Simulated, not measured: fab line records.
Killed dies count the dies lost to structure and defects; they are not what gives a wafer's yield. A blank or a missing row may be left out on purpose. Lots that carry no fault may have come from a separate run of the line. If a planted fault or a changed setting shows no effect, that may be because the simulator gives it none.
One fault through the eyes of 2 desks    flow nand-harc    only its own numbers are on each desk; what lay behind them is given at the end

== FOR THE TOOL OWNER'S DESK: litho-track-04 ==
The tool's own readings at NHARC_P_CONTACT_PEB_10 (peb time 65 s): means of the sampled wafers that have a number, for each lot that ran on this tool. A lot is out of limits, marked OUT, if its mean lies more than 4 standard deviations from the usual mean; the brackets give that distance.
Columns: A = heater-power-total-W at NHARC_P_CONTACT_PEB_10, usual 156.6 W; B = plate-temp-C at NHARC_P_CONTACT_PEB_10, usual 100.03 C
lot   first seen here  A                B
L776  day 10 21:16     157.1            99.95
L778  day 12 04:17     163.9 (+17) OUT  103.61 (+28) OUT
L779  day 12 17:22     164.0 (+17) OUT  103.63 (+28) OUT
L786  day 14 22:50     156.5            99.99
This desk finds L778, L779 out of limits, L778 being first, at day 12 04:17 (heater-power-total-W at NHARC_P_CONTACT_PEB_10). Within limits: L776, L786.

== AT THE METROLOGY DESK ==
What the gauges read for every lot (on any tool): the sampled wafers with a number, averaged. A lot is out of limits, marked OUT, if its mean lies more than 4 standard deviations from the usual mean; the brackets give that distance.
Columns: A = cd-nm at NHARC_P_CONTACT_CD_MEAS_12, usual 90.0 nm
lot   first seen here  A
L766  day 7 01:51      90.4
L769  day 7 21:57      89.3
L770  day 8 10:07      89.7
L775  day 10 10:41     89.5
L776  day 10 21:21     90.7
L778  day 12 04:22     102.2 (+19) OUT
L779  day 12 17:28     102.1 (+19) OUT
L780  day 12 18:51     89.3
L781  day 13 01:24     89.9
L784  day 14 02:23     90.6
L786  day 14 22:55     90.1
L787  day 15 10:26     90.3
This desk finds L778, L779 out of limits, L778 being first, at day 12 04:22 (cd-nm at NHARC_P_CONTACT_CD_MEAS_12). Within limits: L766, L769, L770, L775, L776, L780, L781, L784, L786, L787.

== BROUGHT TOGETHER ==
At day 12 04:17, on L778, L779, the tool owner's desk was in a position to raise an alarm.
L778, L779 would have let the metrology desk raise an alarm at day 12 04:22.
On litho-track-04, each named lot ran NHARC_P_CONTACT_PEB_10.

== WHAT HAD BEEN PUT IN BY THE SIMULATOR ==
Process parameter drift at NHARC_P_CONTACT_PEB_10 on litho-track-04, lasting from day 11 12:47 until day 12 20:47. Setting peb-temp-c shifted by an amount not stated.
Lots struck among those shown: L778, L779.
Fault start to first reading out of limits, in hours, per desk: tool owner, 15; metrology, 16.
